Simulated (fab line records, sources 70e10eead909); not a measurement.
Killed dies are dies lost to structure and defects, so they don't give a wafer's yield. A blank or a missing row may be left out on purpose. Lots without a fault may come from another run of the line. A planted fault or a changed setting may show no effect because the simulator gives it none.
Problem report in the 8D (eight disciplines) form, filled by code | flow nand_harc | the parts of the form that need people (team, actions taken, sign-off) are left out

1. THE PROBLEM
oes_product_au at NHARC_A_CHANNEL_FILL_D2_ETCHBACK_20 reads a mean of 0.747 a.u. on 1 wafer of 1 lot; wafers without a fault read 0.990 a.u. with a standard deviation of 0.024. That is -10 standard deviations from the usual mean.
The step: etches the open film in C4F8/O2/Ar, target depth 27 nm, time 13.5 s.
First seen on wafer L134.4, day 23 07:29, on rie_diel-11. The record holds 13 wafers of 5 lots with a number at this step. Rule for "out", or "out of limits": more than 4 standard deviations from the usual mean. The other wafers with a number count as sound.

2. WHAT IT IS AND WHAT IT IS NOT
question                    | is                     | is not
which readings at this step | oes_product_au         | rf_fwd_power_W, rf_vpp_V
which lots                  | L134                   | L114, L126, L135, L136
which wafers of those lots  | all that have a number | -
read on which tools         | rie_diel-11            | rie_diel-05, rie_diel-09
when                        | from day 23 07:29      | up to then (12 sound wafers)

3. SUSPECTS, AND WHAT RULES EACH OUT
Counting: a tool at a process step up to the reading stays a suspect if it ran every lot that is out and no sound lot after the first of them.
- ald_hk-03 at NHARC_A_CHANNEL_FILL_D2_ALD_02 (deposits SiO2, target thk 6 nm, pulse time 10 s, ald cycles 60): kept. It ran the lot that is out, L134 (day 22 06:40), and no sound lot after that.
- ald_hk-03 at NHARC_A_CHANNEL_FILL_D2_ALD_14 (deposits SiO2, target thk 2.5 nm, pulse time 10 s, ald cycles 25): kept. It ran the lot that is out, L134 (day 22 14:41), and no sound lot after that.
- ald_sin_batch-03 at NHARC_A_CHANNEL_FILL_D2_ALD_15 (deposits SiNx, target thk 2 nm, pulse time 60 s, ald cycles 19): ruled out as a lasting fault. Sound lots L135, L136 ran on it after its first lot that is out, L134 (day 22 20:03). NHARC_A_CHANNEL_FILL_D2_ALD_15 gives no start for some lots, so the hours and the order of its lots are those of NHARC_A_CHANNEL_FILL_D2_ALD_16.
- ald_hk-03 at NHARC_A_CHANNEL_FILL_D2_ALD_16 (deposits SiO2, target thk 1.5 nm, pulse time 10 s, ald cycles 15): ruled out as a lasting fault. Sound lots L135, L136 ran on it after its first lot that is out, L134 (day 22 20:03).
- rie_diel-11 at NHARC_A_CHANNEL_FILL_D2_ETCHBACK_20 (etches the open film in C4F8/O2/Ar, target depth 27 nm, time 13.5 s): kept. It ran the lot that is out, L134 (day 23 07:29), and no sound lot after that; its last sound lot up to then is L114 (day 14 16:27). Its own readings are out on those wafers: oes_product_au.
Left after counting: ald_hk-03 at NHARC_A_CHANNEL_FILL_D2_ALD_02, ald_hk-03 at NHARC_A_CHANNEL_FILL_D2_ALD_14, rie_diel-11 at NHARC_A_CHANNEL_FILL_D2_ETCHBACK_20.

4. THE CAUSE (what the simulator had put in)
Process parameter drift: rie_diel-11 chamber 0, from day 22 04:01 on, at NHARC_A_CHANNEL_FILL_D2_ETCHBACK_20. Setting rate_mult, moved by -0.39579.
Counting left 3 suspects, and this tool is among them.

5. THE CHAIN OF EFFECTS, in route order
Each row: a reading whose mean over the struck wafers that have a number lies more than 3 standard deviations from the usual. Only readings for which the record gives a usual standard deviation are gone through. hours: the time from each lot's start at the first step in this table that gives one to its start at this step, as a median over the lots. sigmas: the change in usual standard deviations.
hours | step                                | reading        | usual      | on struck wafers | change | sigmas
0     | NHARC_A_CHANNEL_FILL_D2_ETCHBACK_20 | oes_product_au | 0.990 a.u. | 0.747            | -0.243 | -10
The process steps in it:
- NHARC_A_CHANNEL_FILL_D2_ETCHBACK_20: etches the open film in C4F8/O2/Ar, target depth 27 nm, time 13.5 s.

6. WHAT WOULD HAVE CAUGHT IT SOONER
In this record the first reading out of limits was taken at day 23 07:29, 27 hours after the fault began at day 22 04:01.
